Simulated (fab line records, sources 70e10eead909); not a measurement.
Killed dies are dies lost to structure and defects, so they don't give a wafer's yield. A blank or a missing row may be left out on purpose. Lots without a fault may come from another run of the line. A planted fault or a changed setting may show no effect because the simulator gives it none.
Chamber matching | flow nand_harc | NHARC_P_M2_ETCH_35 on rie_diel-09: 4 sister chambers
The step etches the open film in N2/H2, target depth 40 nm, overetch 12 nm, time 43.94 s. 4 wafers are shown with their chamber, then 9 later ones without.

WAFERS WITH THEIR CHAMBER
wafer  | chamber | showerhead_plenum_p_Torr (Torr)
L079.2 | 0       | 2.16
L079.4 | 1       | 2.01
L084.1 | 2       | 2.09
L084.6 | 3       | 2.02

WAFERS WITHOUT THEIR CHAMBER
wafer  | showerhead_plenum_p_Torr (Torr)
L089.1 | 2.00
L089.2 | 2.15
L089.4 | 2.02
L091.4 | 2.00
L091.5 | 2.15
L091.6 | 2.00
L093.1 | 2.09
L093.4 | 2.00
L093.6 | 2.15

WHICH CHAMBER EACH WENT THROUGH
wafer  | from the rows above     | in truth
L089.1 | can't be placed: 1 or 3 | 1
L089.2 | 0                       | 0
L089.4 | can't be placed: 3 or 1 | 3
L091.4 | can't be placed: 1 or 3 | 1
L091.5 | 0                       | 0
L091.6 | can't be placed: 1 or 3 | 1
L093.1 | 2                       | 2
L093.4 | can't be placed: 1 or 3 | 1
L093.6 | 0                       | 0
Placed correctly: 4 of 9. Can't be placed from these rows: 5 (the true chamber is among the candidates in 5). Placed wrongly: 0.
How it was worked out, from the rows above alone: a wafer's distance from a chamber is the root of the sum, over the readings, of the square of ((its reading less the chamber's mean) divided by the reading's scatter). The wafer belongs to the nearest chamber; if the next one is less than 2 further off, it can't be placed. A chamber's mean is the mean of its shown wafers. The scatter: with one shown wafer a chamber, the root of the mean of the squares of how far each hidden wafer lies from its nearest shown one.
